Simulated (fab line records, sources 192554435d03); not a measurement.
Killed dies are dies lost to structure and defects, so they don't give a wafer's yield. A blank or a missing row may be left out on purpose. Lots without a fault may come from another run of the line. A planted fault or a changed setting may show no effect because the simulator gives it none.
fab line records | flow n5_finfet
record lots=4 wafers=10 last_day=19
route steps=1938 shown BEOL_M4@1099 BEOL_M5@1112 BEOL_M12@1650 PASSIVATION@1936
lots that met no fault: from a run of the same line without faults
start_h: hours from the record's first day to the start of the lot's first wafer shown | wait_h: hours since the lot's step before | " the same as in the row above | L1.1+2: a row that stands for several wafers | - no value, or no start given | * or withheld: withheld | < > ~ a bound
route shown NAME@n: a module of which the file shows steps, and the number in the route of the first | usual: mean/standard deviation of fault-free wafers | same: alike in all rows | chamber/n: place in a boat | sites: the reading at each site | _std_site: their standard deviation | _edge_site: outer sites' mean less inner sites' | radius_mm: how far each site lies from the wafer's centre | mask NAME#n: copy n | behind: the tool/chamber that last shaped the wafer | hold: why the lot was held/for how many hours/how that ended | device: the transistor (n, p or np) that didn't switch | end of line: the same wafers' tests at the end of the route | a step without rows: its recipe alone | killed: dies lost to structure and defects at the first sort, not the wafer's yield | map: a wafer's dies, x killed, . not, _ none there
set.NAME: the setting as run; set.NAME@STEP: as run at that earlier step | model.NAME: the simulator's own value behind a step, which no gauge read
lots at some steps of the route; a table a step, a row a wafer
services: from which hour (start_h, from the record's first day; less than 0 if before it) a tool's chamber was out of use, for how many hours, and why
## steps
# step N5_BEOL_M4_ANNEAL_95
# recipe temp_c=400 time_s=240 ambient=vacuum
# step N5_BEOL_M4_SPUTTER_96
# recipe material=Cu target_thk_a=45 temp_c=-20 chamber_pressure_pa=0.07 power_w=withheld time_s=8.29
# step N5_BEOL_M4_ECD_50
# recipe material=Cu target_thk_a=3000
# step N5_BEOL_M4_ANNEAL_51
# recipe temp_c=225 time_s=90 ambient=N2
# step N5_BEOL_M4_CMP_52
# recipe stop_on=SiOC t_overpolish_s=6.8 down_force_psi=1 platen_rpm=50 clearing_platen_down_force_psi=1.5 clearing_platen_rpm=50 post_cmp_clean=cu_alkaline target_thk_nm=40 clearing_platen_pad_velocity_m_s=0.99484 pad_velocity_m_s=0.99484
# step N5_BEOL_M4_PRE_CLEAN_60
# recipe gas=NH3/H2 time_s=15 temp_c=* rf_power_w=300
# step N5_BEOL_M4_CO_CAP_55
# recipe material=Co target_thk_a=20 temp_c=200 precursor=CCTBA/H2 pressure_torr=30 time_s=102.1
# step N5_BEOL_M4_PRE_CLEAN_56
# recipe gas=NH3 time_s=15 temp_c=withheld rf_power_w=300
# step N5_BEOL_M4_DEP_57
# recipe material=SiCN target_thk_a=80 temp_c=withheld precursor=3MS/NH3 pressure_torr=3 rf_w=202 time_s=14
# step N5_BEOL_M5_ILD_DEP_00
# recipe material=SiCOH_lowk target_thk_a=1406.4 temp_c=300 precursor=DEMS/porogen pressure_torr=5 rf_w=500 time_s=25.9
# step N5_BEOL_M5_CURE_79
# recipe temp_c=385 time_s=240 ambient=He/Ar material=SiCOH_lowk
# step N5_BEOL_M5_PECVD_70
# recipe material=SiO2 target_thk_a=160 temp_c=400 precursor=TEOS/O2 pressure_torr=5.5 rf_w=450 teos_flow_sccm=53.8 gas=O2 flow_sccm=3000 time_s=18
# step N5_BEOL_M5_HM_DEP_02
# recipe material=TiN target_thk_a=200 temp_c=25 chamber_pressure_pa=0.49996
# step N5_BEOL_M5_COAT_59
# recipe resist=SOC temp_c=250 time_s=60 spin_rpm=1500 resist_thk_nm=60
# step N5_BEOL_M5_COAT_60
# recipe resist=SiARC temp_c=220 time_s=60 spin_rpm=1500 resist_thk_nm=12
# step N5_BEOL_M5_COAT_71
# recipe resist=underlayer temp_c=205 time_s=60 spin_rpm=1500 resist_thk_nm=5
# step N5_BEOL_M5_COAT_05
# recipe resist=CAR-EUV spin_rpm=1500 resist_thk_nm=30
# step N5_BEOL_M5_EBR_07
# recipe solvent=PGMEA ebr_width_mm=1.5
# step N5_BEOL_M5_SOFTBAKE_06
# recipe temp_c=110 time_s=60 resist=CAR-EUV
# step N5_BEOL_M5_EXPOSE_08
# recipe mask_id=M5 na=0.33 source_shape=annular sigma_inner=0.4 sigma_outer=0.8 polarization=unpolarized target_cd_nm=28 dose_mj=35.75
# step N5_BEOL_M5_PEB_09
# recipe peb_temp_c=100 peb_time_s=60 resist=CAR-EUV
# step N5_BEOL_M5_DEVELOP_10
# recipe develop_time_s=30 developer=TMAH resist=CAR-EUV rinse_liquid=surfactant_rinse dry=air_spin dev_temp_c=23
# step N5_BEOL_M5_DESCUM_16
# recipe chemistry=O2 time_s=7 source_power_w=50 bias_power_w=20 pressure_mtorr=20 rf_frequency_hz=2.712e+07 temp_c=40 resist=CAR-EUV o2_flow_sccm=225
# step N5_BEOL_M5_ETCH_72
# recipe chemistry=N2/H2 target=underlayer target_depth_a=65 mask_material=CAR-EUV time_s=5.2 ion_energy_ev=200 pressure_mtorr=30 source_w=840 bias_w=150 n2_flow_sccm=200 h2_flow_sccm=200 ends=cleared
# step N5_BEOL_M5_ETCH_61
# recipe chemistry=CF4 target=SiARC target_depth_a=156 mask_material=CAR-EUV time_s=26 ion_energy_ev=80 pressure_mtorr=40 source_w=545 bias_w=36 Ar_flow_sccm=100 cf4_flow_sccm=100 ends=cleared
# step N5_BEOL_M5_ETCH_62
# recipe chemistry=N2/H2 target=SOC target_depth_a=750 overetch_a=150 mask_material=SiARC temp_c=40 time_s=112.5 ion_energy_ev=200 pressure_mtorr=30 source_w=840 bias_w=150 n2_flow_sccm=200 h2_flow_sccm=200
# step N5_BEOL_M5_STRIP_63
# recipe chemistry=N2/H2 temp_c=40 n2_flow_sccm=200 h2_flow_sccm=200 rf_frequency_hz=6e+07
# step N5_BEOL_M5_STRIP_73
# recipe chemistry=N2/H2 temp_c=40 n2_flow_sccm=200 h2_flow_sccm=200 rf_frequency_hz=6e+07
# step N5_BEOL_M5_STRIP_64
# recipe chemistry=CF4 resist=SiARC power_w=300 bias_power_w=75 pressure_mtorr=50 cf4_flow_sccm=150 rf_frequency_hz=6e+07
# step N5_BEOL_M5_HM_OPEN_17
# recipe chemistry=Cl2/BCl3 target_depth_a=200 overetch_a=60 target=TiN mask_material=SOC ion_energy_ev=150 pressure_mtorr=10 icp_w=1000 bias_w=126 Cl2_flow_sccm=53.25 bcl3_flow_sccm=21.75 Ar_flow_sccm=25
# step N5_BEOL_M5_STRIP_19
# recipe chemistry=O2 power_w=400 temp_c=40 pressure_mtorr=30 rf_frequency_hz=6e+07 bias_power_w=0 overash_fraction=0.2 o2_flow_sccm=225
# step N5_BEOL_M5_COAT_65
# recipe resist=SOC temp_c=250 time_s=60 spin_rpm=1500 resist_thk_nm=60
# step N5_BEOL_M5_COAT_66
# recipe resist=SiARC temp_c=220 time_s=60 spin_rpm=1500 resist_thk_nm=12
# step N5_BEOL_M12_SPUTTER_45
# recipe material=Cu target_thk_a=800 temp_c=-20 bias_v=60 power_w=26000 chamber_pressure_pa=0.13 time_s=13.33
# usual bias_v=60.0/0.62 cathode_dc_power_W=26000/5.1 susceptor_temp_C=-20.00/0.1 throttle_valve_pct=30.7/0.94
# columns lot.wafer tool chamber start_h wait_h bias_v cathode_dc_power_W susceptor_temp_C throttle_valve_pct
L716.1 pvd_sputter-01 - 285.83 0.0 59.9 26001 -20.01 29.5
L716.2 " - " " 59.7 26000 -19.97 30.8
L716.4 " - " " 59.5 25995 -20.06 30.4
L723.2 pvd_sputter-02 - 323.04 0.0 60.3 26008 -20.11 31.7
L723.3 " - " " 59.5 25996 -19.98 32.5
L723.5 " - " " 59.9 25997 -20.00 30.3
L731.3 pvd_sputter-01 - 397.68 0.0 - - - -
L733.4 pvd_sputter-02 - 415.58 0.0 - - - -
L733.5 " - " " - - - -
L733.6 " - " " - - - -
# step N5_BEOL_M12_THK_MEAS_50
# recipe thk_meas_gauge=xrf reads=Cu_of_BEOL_M12_ECD_47
# usual M12_THK=317/5.2
# columns lot.wafer tool chamber start_h wait_h M12_THK[nm]
L716.1 film_metro-02 - 286.68 - 329
L716.2 " - " " 317
L716.4 " - " " 320
L723.2 film_metro-01 - 324.24 - 311
L723.3 " - " " 314
L723.5 " - " " 309
L731.3 film_metro-01 - 398.88 - -
L733.4 film_metro-01 - 416.44 - -
L733.5 " - " " -
L733.6 " - " " -
# step N5_BEOL_M12_RS_MEAS_54
# recipe thk_meas_gauge=four-point-probe reads=Cu_of_BEOL_M12_ECD_47+Ta_of_BEOL_M12_SPUTTER_44+TaN_of_BEOL_M12_SPUTTER_43
# usual M12_RS=0.0600/0.0011
# columns lot.wafer tool chamber start_h wait_h M12_RS[ohm/sq]
L716.1 film_metro-02 - 286.80 0.0 0.0583
L716.2 " - " " 0.0602
L716.4 " - " " 0.0597
L723.2 film_metro-01 - 324.37 0.0 0.0613
L723.3 " - " " 0.0606
L723.5 " - " " 0.0618
L731.3 film_metro-02 - 399.01 0.0 59.116
L733.4 film_metro-01 - 416.57 0.0 56.503
L733.5 " - " " 57.210
L733.6 " - " " 56.715
# step N5_PASSIVATION_PROBE_49
# usual killed_at_M0_to_M3=36/11 killed_at_M4_up=14/5.2 killed_at_contacts=12/6.1 killed_at_front_end=40/12 killed_at_other=3.2/2.5 killed_dies=105/16 killed_on_rim=14/4.4 killed_open=68/12 killed_short=35/8.7
# same gross_dies=1180 killed_at_back_side=0
# columns lot.wafer tool chamber start_h wait_h killed_at_M0_to_M3 killed_at_M4_up killed_at_contacts killed_at_front_end killed_at_other killed_dies killed_on_rim killed_open killed_short
L731.3 prober-02 - 434.49 0.1 27 1095 10 48 0 1180 152 65 33
L733.4 prober-01 - 448.96 0.2 27 1088 16 43 6 1180 152 66 31
L733.5 prober-01 - 449.01 0.2 24 1085 14 54 3 1180 152 73 34
L733.6 prober-01 - 449.06 0.3 30 1110 8 28 4 1180 152 56 26
# killed by level:class
L731.3 BEOL_M12:area_sputter=544 BEOL_M12:area_ecd=535 MOL_CONTACT_COAG:geometric_particle:open=10 BEOL_M3:geometric_particle:open=10 FIN_SAQP:geometric_particle:short=9 GATE_CUT:geometric_particle:short=9 BEOL_M0_SAQP:geometric_particle:short=7 FIN_SAQP:geometric_particle:open=6
L733.4 BEOL_M12:area_ecd=577 BEOL_M12:area_sputter=505 MOL_CONTACT_COAG:geometric_particle:open=11 FIN_SAQP:geometric_particle:open=8 DUMMY_GATE:geometric_particle:open=8 FIN_SAQP:geometric_particle:short=6 STI_FIN_REVEAL:geometric_particle:open=6 BEOL_M1:geometric_particle:open=6
L733.5 BEOL_M12:area_sputter=550 BEOL_M12:area_ecd=523 STI_FIN_REVEAL:geometric_particle:open=15 FIN_SAQP:geometric_particle:short=10 MOL_CONTACT_COAG:geometric_particle:open=9 FIN_SAQP:geometric_particle:open=8 BEOL_M0_SAQP:geometric_particle:short=8 DUMMY_GATE:geometric_particle:open=7
L733.6 BEOL_M12:area_sputter=556 BEOL_M12:area_ecd=539 BEOL_M0_SAQP:geometric_particle:open=8 FIN_SAQP:geometric_particle:open=7 MOL_CONTACT_COAG:geometric_particle:open=7 BEOL_M0_SAQP:geometric_particle:short=7 BEOL_M3:geometric_particle:open=6 FIN_SAQP:geometric_particle:short=5
# map L731.3 (x killed, . not)
_________________xxxxxxxxxxxx________________
______________xxxxxxxxxxxxxxxxxx_____________
___________xxxxxxxxxxxxxxxxxxxxxxxx__________
__________xxxxxxxxxxxxxxxxxxxxxxxxxx_________
________xxxxxxxxxxxxxxxxxxxxxxxxxxxxxx_______
_______xxxxxxxxxxxxxxxxxxxxxxxxxxxxxxxx______
______xxxxxxxxxxxxxxxxxxxxxxxxxxxxxxxxxx_____
_____xxxxxxxxxxxxxxxxxxxxxxxxxxxxxxxxxxxx____
____xxxxxxxxxxxxxxxxxxxxxxxxxxxxxxxxxxxxxx___
___xxxxxxxxxxxxxxxxxxxxxxxxxxxxxxxxxxxxxxxx__
___xxxxxxxxxxxxxxxxxxxxxxxxxxxxxxxxxxxxxxxx__
__xxxxxxxxxxxxxxxxxxxxxxxxxxxxxxxxxxxxxxxxxx_
__xxxxxxxxxxxxxxxxxxxxxxxxxxxxxxxxxxxxxxxxxx_
_xxxxxxxxxxxxxxxxxxxxxxxxxxxxxxxxxxxxxxxxxxxx
_xxxxxxxxxxxxxxxxxxxxxxxxxxxxxxxxxxxxxxxxxxxx
_xxxxxxxxxxxxxxxxxxxxxxxxxxxxxxxxxxxxxxxxxxxx
_xxxxxxxxxxxxxxxxxxxxxxxxxxxxxxxxxxxxxxxxxxxx
_xxxxxxxxxxxxxxxxxxxxxxxxxxxxxxxxxxxxxxxxxxxx
_xxxxxxxxxxxxxxxxxxxxxxxxxxxxxxxxxxxxxxxxxxxx
_xxxxxxxxxxxxxxxxxxxxxxxxxxxxxxxxxxxxxxxxxxxx
_xxxxxxxxxxxxxxxxxxxxxxxxxxxxxxxxxxxxxxxxxxxx
__xxxxxxxxxxxxxxxxxxxxxxxxxxxxxxxxxxxxxxxxxx_
__xxxxxxxxxxxxxxxxxxxxxxxxxxxxxxxxxxxxxxxxxx_
___xxxxxxxxxxxxxxxxxxxxxxxxxxxxxxxxxxxxxxxx__
___xxxxxxxxxxxxxxxxxxxxxxxxxxxxxxxxxxxxxxxx__
____xxxxxxxxxxxxxxxxxxxxxxxxxxxxxxxxxxxxxx___
_____xxxxxxxxxxxxxxxxxxxxxxxxxxxxxxxxxxxx____
______xxxxxxxxxxxxxxxxxxxxxxxxxxxxxxxxxx_____
_______xxxxxxxxxxxxxxxxxxxxxxxxxxxxxxxx______
________xxxxxxxxxxxxxxxxxxxxxxxxxxxxxx_______
__________xxxxxxxxxxxxxxxxxxxxxxxxxx_________
___________xxxxxxxxxxxxxxxxxxxxxxxx__________
______________xxxxxxxxxxxxxxxxxx_____________
_________________xxxxxxxxxxxx________________
# map L733.4 (x killed, . not)
_________________xxxxxxxxxxxx________________
______________xxxxxxxxxxxxxxxxxx_____________
___________xxxxxxxxxxxxxxxxxxxxxxxx__________
__________xxxxxxxxxxxxxxxxxxxxxxxxxx_________
________xxxxxxxxxxxxxxxxxxxxxxxxxxxxxx_______
_______xxxxxxxxxxxxxxxxxxxxxxxxxxxxxxxx______
______xxxxxxxxxxxxxxxxxxxxxxxxxxxxxxxxxx_____
_____xxxxxxxxxxxxxxxxxxxxxxxxxxxxxxxxxxxx____
____xxxxxxxxxxxxxxxxxxxxxxxxxxxxxxxxxxxxxx___
___xxxxxxxxxxxxxxxxxxxxxxxxxxxxxxxxxxxxxxxx__
___xxxxxxxxxxxxxxxxxxxxxxxxxxxxxxxxxxxxxxxx__
__xxxxxxxxxxxxxxxxxxxxxxxxxxxxxxxxxxxxxxxxxx_
__xxxxxxxxxxxxxxxxxxxxxxxxxxxxxxxxxxxxxxxxxx_
_xxxxxxxxxxxxxxxxxxxxxxxxxxxxxxxxxxxxxxxxxxxx
_xxxxxxxxxxxxxxxxxxxxxxxxxxxxxxxxxxxxxxxxxxxx
_xxxxxxxxxxxxxxxxxxxxxxxxxxxxxxxxxxxxxxxxxxxx
_xxxxxxxxxxxxxxxxxxxxxxxxxxxxxxxxxxxxxxxxxxxx
_xxxxxxxxxxxxxxxxxxxxxxxxxxxxxxxxxxxxxxxxxxxx
_xxxxxxxxxxxxxxxxxxxxxxxxxxxxxxxxxxxxxxxxxxxx
_xxxxxxxxxxxxxxxxxxxxxxxxxxxxxxxxxxxxxxxxxxxx
_xxxxxxxxxxxxxxxxxxxxxxxxxxxxxxxxxxxxxxxxxxxx
__xxxxxxxxxxxxxxxxxxxxxxxxxxxxxxxxxxxxxxxxxx_
__xxxxxxxxxxxxxxxxxxxxxxxxxxxxxxxxxxxxxxxxxx_
___xxxxxxxxxxxxxxxxxxxxxxxxxxxxxxxxxxxxxxxx__
___xxxxxxxxxxxxxxxxxxxxxxxxxxxxxxxxxxxxxxxx__
____xxxxxxxxxxxxxxxxxxxxxxxxxxxxxxxxxxxxxx___
_____xxxxxxxxxxxxxxxxxxxxxxxxxxxxxxxxxxxx____
______xxxxxxxxxxxxxxxxxxxxxxxxxxxxxxxxxx_____
_______xxxxxxxxxxxxxxxxxxxxxxxxxxxxxxxx______
________xxxxxxxxxxxxxxxxxxxxxxxxxxxxxx_______
__________xxxxxxxxxxxxxxxxxxxxxxxxxx_________
___________xxxxxxxxxxxxxxxxxxxxxxxx__________
______________xxxxxxxxxxxxxxxxxx_____________
_________________xxxxxxxxxxxx________________
## services
# columns tool chamber start_h hours kind
pvd_sputter-02 - 394.73 1.5 repair
## key
first_sign step=N5_BEOL_M12_SPUTTER_45 reading=tool_record direction=missing
effect step=N5_BEOL_M12_THK_MEAS_50 reading=M12_THK direction=missing
effect step=N5_BEOL_M12_RS_MEAS_54 reading=M12_RS direction=up sigmas=99+ usual=0.0600 struck=57.386
effect step=N5_PASSIVATION_PROBE_49 reading=killed_at_M4_up direction=up sigmas=99+ usual=14 struck=1094
more_kills_born_at N5_BEOL_M12_ECD_47@ecd_cu-01=1639 N5_BEOL_M12_SPUTTER_45@pvd_sputter-02=1611 N5_BEOL_M12_SPUTTER_45@pvd_sputter-01=544
met_at N5_BEOL_M12_SPUTTER_45
struck_wafers L731.3,L733.4,L733.5,L733.6
later_rows_left_out L731.3,L733.4,L733.5,L733.6
tester_left_out L731
onset_between 323.04 397.68
earlier_fault kind=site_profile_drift tool=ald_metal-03 chamber=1 onset_h=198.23 steps=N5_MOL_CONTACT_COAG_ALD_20 basis=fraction max_abs_drift=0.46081 slope_share_per_hr=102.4 site_pattern=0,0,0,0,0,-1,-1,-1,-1
fault kind=skipped_step_whole tool=pvd_sputter-01,pvd_sputter-02,pvd_sputter-03 chamber=- onset_h=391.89 steps=N5_BEOL_M12_SPUTTER_45 scope=struck_lots_only
# tester_left_out: of these lots the tester's yield and bins aren't shown, on N5 and GAA mostly nor the transistor test; their killed dies are dies lost to structure and defects alone, not to doping, threshold or leakage, so they don't give the yield
# later_rows_left_out: the simulator's readings of these wafers behind a module that went badly wrong aren't trusted and aren't shown, but for the sort
